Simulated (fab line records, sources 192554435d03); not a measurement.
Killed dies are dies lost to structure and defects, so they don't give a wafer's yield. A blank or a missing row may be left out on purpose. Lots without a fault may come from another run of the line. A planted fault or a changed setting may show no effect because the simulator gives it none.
A struck lot beside a sound one | flow n5_finfet | 35 steps out of a route of 1938
Sound: wafers L826.1, L826.3, L826.4. Struck: wafer L832.4. (L832.1, L832.2 of the same lot were not struck and are left out.) The cause comes at the end.
At each step with rows: each side's tool, then ch and its chambers, then its first start. Under that, the readings that differ: sound wafers | struck wafers | difference of the means | sigmas: that difference in standard deviations of wafers without a fault.
alike: readings whose means differ by less than 2 such deviations, and words and numbers that are the same on both sides. not compared: withheld readings, readings that some wafer has no value for, bounds like >300 that may hide the same value, and numbers for which the record gives no deviation and whose values overlap.
The two part at a step that has a row with sigmas, a row that says differs or no value, or rows on one side only. Numbers that don't overlap but have no deviation are shown without sigmas and don't part them. A reading that every wafer of one side lacks parts them only if that side has two wafers or more.

first, 10 steps without rows for these wafers: N5_STI_FIN_REVEAL_PRECLEAN_18 (cleans in SC2, time 45 s); N5_STI_FIN_REVEAL_SRD_28 (time 30 s); N5_DUMMY_GATE_PRECLEAN_00 (cleans in O3/DIW, time 60 s); N5_DUMMY_GATE_SRD_01 (time 30 s); N5_DUMMY_GATE_ALD_02 (deposits SiO2, target thk 2 nm, pulse time 1 s); N5_DUMMY_GATE_CVD_03 (deposits a-Si from SiH4, target thk 150 nm, time 8042 s); N5_DUMMY_GATE_PRECLEAN_46 (cleans in DIW, time 89.5 s); N5_DUMMY_GATE_SRD_47 (dry time 32 s); N5_DUMMY_GATE_CMP_04 (polishes a-Si); N5_DUMMY_GATE_HM_DEP_06 (deposits SiNx from DCS/NH3, target thk 80 nm, time 5141 s).
N5_DUMMY_GATE_PECVD_30: deposits SiO2 from TEOS/O2, target thk 55 nm, time 10.8 s.
  sound on pecvd-04 ch 1,2, day 3 15:11; struck on pecvd-04 ch 1, day 5 05:49
  reading                                       | sound        | struck | difference | sigmas
  model.SiO2_of_DUMMY_GATE_PECVD_30.thk_nm (nm) | 54.4 55 55.6 | 60     | +5         |
then, 22 steps without rows for these wafers: N5_DUMMY_GATE_COAT_34 (time 60 s, resist thk 60 nm); N5_DUMMY_GATE_COAT_35 (time 60 s, resist thk 10 nm); N5_DUMMY_GATE_COAT_28 (time 60 s, resist thk 10 nm); N5_DUMMY_GATE_COAT_09 (resist thk 30 nm); N5_DUMMY_GATE_EBR_11; N5_DUMMY_GATE_SOFTBAKE_10 (time 60 s); N5_DUMMY_GATE_EXPOSE_12 (exposes mask GATE, target cd 25 nm); N5_DUMMY_GATE_PEB_13 (peb time 60 s); N5_DUMMY_GATE_DEVELOP_14 (develop time 30 s); N5_DUMMY_GATE_DESCUM_20 (chemistry O2, time 6.2 s); N5_DUMMY_GATE_ETCH_29 (etches underlayer in N2/H2, target depth 13 nm); N5_DUMMY_GATE_ETCH_36 (etches SiARC in CF4, target depth 13 nm); N5_DUMMY_GATE_ETCH_37 (etches SOC in N2/H2, target depth 60 nm, overetch 30 nm); N5_DUMMY_GATE_STRIP_38 (strips in N2/H2); N5_DUMMY_GATE_STRIP_39 (strips in N2/H2); N5_DUMMY_GATE_TRIM_49 (chemistry O2, time 29 s, target cd 14 nm); N5_DUMMY_GATE_STRIP_40 (strips in CF4); N5_DUMMY_GATE_ETCH_31 (etches SiO2 in C4F6/O2, target depth 82.5 nm, time 27.5 s); N5_DUMMY_GATE_STRIP_41 (strips in O2); N5_DUMMY_GATE_HM_OPEN_21 (chemistry CH3F/O2, target SiNx, target depth 120 nm, time 171.4 s); N5_DUMMY_GATE_ETCH_32 (etches SiO2 in CF4, target depth 3.5 nm, time 3.9 s); N5_DUMMY_GATE_ETCH_23 (etches poly-Si in HBr/Cl2/O2, target depth 41 nm, time 22.3 s).
N5_DUMMY_GATE_ETCH_44: etches poly-Si in HBr/O2, stops on SiO2, target depth 127.5 nm.
  sound on rie_si-04 ch 0,1,2, day 3 16:36; struck on rie_si-04 ch 0, day 5 07:01
  reading                                       | sound        | struck | difference | sigmas
  model.SiO2_of_DUMMY_GATE_PECVD_30.thk_nm (nm) | 37.4 38 38.6 | 43.2   | +5.2       |
  alike: drypump_motor_current_A, he_backside_leak_sccm, oes_product_au, throttle_valve_pct
  not compared: rf_hours_counter_h
-- the record jumps here: 5 days lie between the struck wafers' starts before and after (it left off in module DUMMY_GATE and takes up again in module BEOL_M4, whose first step shown is number 1111 of the route) --
N5_BEOL_M4_RC_MEAS_101:
  sound on prober-02 ch 0, day 9 16:59; struck on prober-01 ch 0, day 10 08:58
  alike: DIBL_N, DIBL_P, IOFF_N, IOFF_P, ION_N, ION_P, SS_N, SS_P, VT_N, VT_P

WHERE THEY PART
Nowhere in this record.

WHY: what the simulator had put in
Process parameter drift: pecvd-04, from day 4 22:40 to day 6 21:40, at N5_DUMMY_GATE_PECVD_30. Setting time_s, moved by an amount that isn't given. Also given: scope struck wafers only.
